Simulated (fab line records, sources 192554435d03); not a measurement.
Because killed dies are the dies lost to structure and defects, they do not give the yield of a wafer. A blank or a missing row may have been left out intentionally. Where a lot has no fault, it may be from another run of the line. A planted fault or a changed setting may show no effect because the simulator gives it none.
What tool caused it? ; flow n5-finfet ; 9 lots, 23 wafers sampled, at 4 steps of a route of 1938

## WHAT THE GAUGES READ, wafer by wafer
N5_BEOL_M14_THK_MEAS_01.
lot;measured;on;M14_ILD_THK (nm)
L830;day 11 05:51;film-metro-01;1107 1130
L833;day 11 11:08;film-metro-01;1086 1083 1107
L837;day 12 22:40;film-metro-01;1110 1114
L841;day 13 23:29;film-metro-02;1086 365
L842;day 14 07:01;film-metro-01;1095 344
L843;day 14 16:14;film-metro-02;1084 339 1115
L847;day 15 02:56;film-metro-02;1111 1129 1143
L851;day 17 10:00;film-metro-01;1101 1133 1094
L852;day 17 09:14;film-metro-02;1099 1101 1113

## EACH LOT AND THE TOOL THAT RAN IT (in order: tool; ch and the chambers of the sampled wafers; start)
lot;N5_BEOL_M13_ETCH_67;N5_BEOL_M13_STRIP_37;N5_BEOL_M14_ILD_DEP_00
L830;rie-diel-05 ch 0,3, day 10 21:54;plasma-asher-02 ch 0, day 10 22:29;pecvd-04 ch 0,1, day 11 05:40
L833;rie-diel-05 ch 0,1,3, day 11 07:27;plasma-asher-01 ch 0,1, day 11 08:03;pecvd-04 ch 0,2, day 11 10:57
L837;rie-diel-05 ch 1,2, day 12 19:26;plasma-asher-02 ch 0,1, day 12 20:02;pecvd-04 ch 0,1, day 12 22:28
L841;rie-diel-03 ch 2,3, day 13 14:10;plasma-asher-02 ch 1, day 13 14:45;pecvd-04 ch 1,2, day 13 23:18
L842;rie-diel-03 ch 0,2, day 14 04:36;plasma-asher-01 ch 1, day 14 05:11;pecvd-04 ch 1,2, day 14 06:50
L843;rie-diel-05 ch 2,3, day 14 11:27;plasma-asher-01 ch 0, day 14 12:14;pecvd-04 ch 1,2, day 14 16:03
L847;rie-diel-04 ch 2,3, day 14 22:15;plasma-asher-02 ch 0,1, day 14 22:50;pecvd-02 ch 0,2, day 15 02:44
L851;rie-diel-05 ch 1,2, day 17 04:29;plasma-asher-02 ch 0,1, day 17 05:04;pecvd-02 ch 0,1,2, day 17 09:43
L852;rie-diel-04 ch 2,3, day 17 03:02;plasma-asher-01 ch 0,1, day 17 03:38;pecvd-02 ch 0,1, day 17 09:02
- N5_BEOL_M13_ETCH_67: etches SiARC in CF4, target depth 143 nm, time 238.3 s.
- N5_BEOL_M13_STRIP_37: strips in N2/H2.
- N5_BEOL_M14_ILD_DEP_00: deposits SiO2 from TEOS/O2, target thk 1119.3 nm, time 237.4 s.

## THE ANSWER, worked out from the rows above alone
Rule: the usual values come from the lots themselves. Put in order of their means at a reading, lots are off if they are a third of the lots or fewer, leave a main group of 4 or more, and stand apart from it by a gap of 3 or more times the standard deviation of the main group's means; of several such gaps the widest counts. Not used: any main group whose means are identical at the precision the tables above print for the reading. Also off: a lot with no number at a reading for which 4 or more lots have one. Any other lot the step has rows for is counted as sound.
Off: L841, L842, L843, at N5_BEOL_M14_THK_MEAS_01 (M14_ILD_THK). Mean 1111 nm and standard deviation 11 in the main group.
If a tool, at a process step before that reading, ran all the lots that are off and no sound lot after the first of them, it fits. Those tools and the gauges at N5_BEOL_M14_THK_MEAS_01 are tried in the same way. One fits: N5_BEOL_M14_ILD_DEP_00 on pecvd-04. Its last sound lot is L837 (day 12 22:28), its first lot that is off L841 (day 13 23:18): a fault that began between those two fits.

## WHAT WAS PUT IN BY THE SIMULATOR
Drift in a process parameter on pecvd-04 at N5_BEOL_M14_ILD_DEP_00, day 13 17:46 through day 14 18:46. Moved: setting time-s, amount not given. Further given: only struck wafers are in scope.
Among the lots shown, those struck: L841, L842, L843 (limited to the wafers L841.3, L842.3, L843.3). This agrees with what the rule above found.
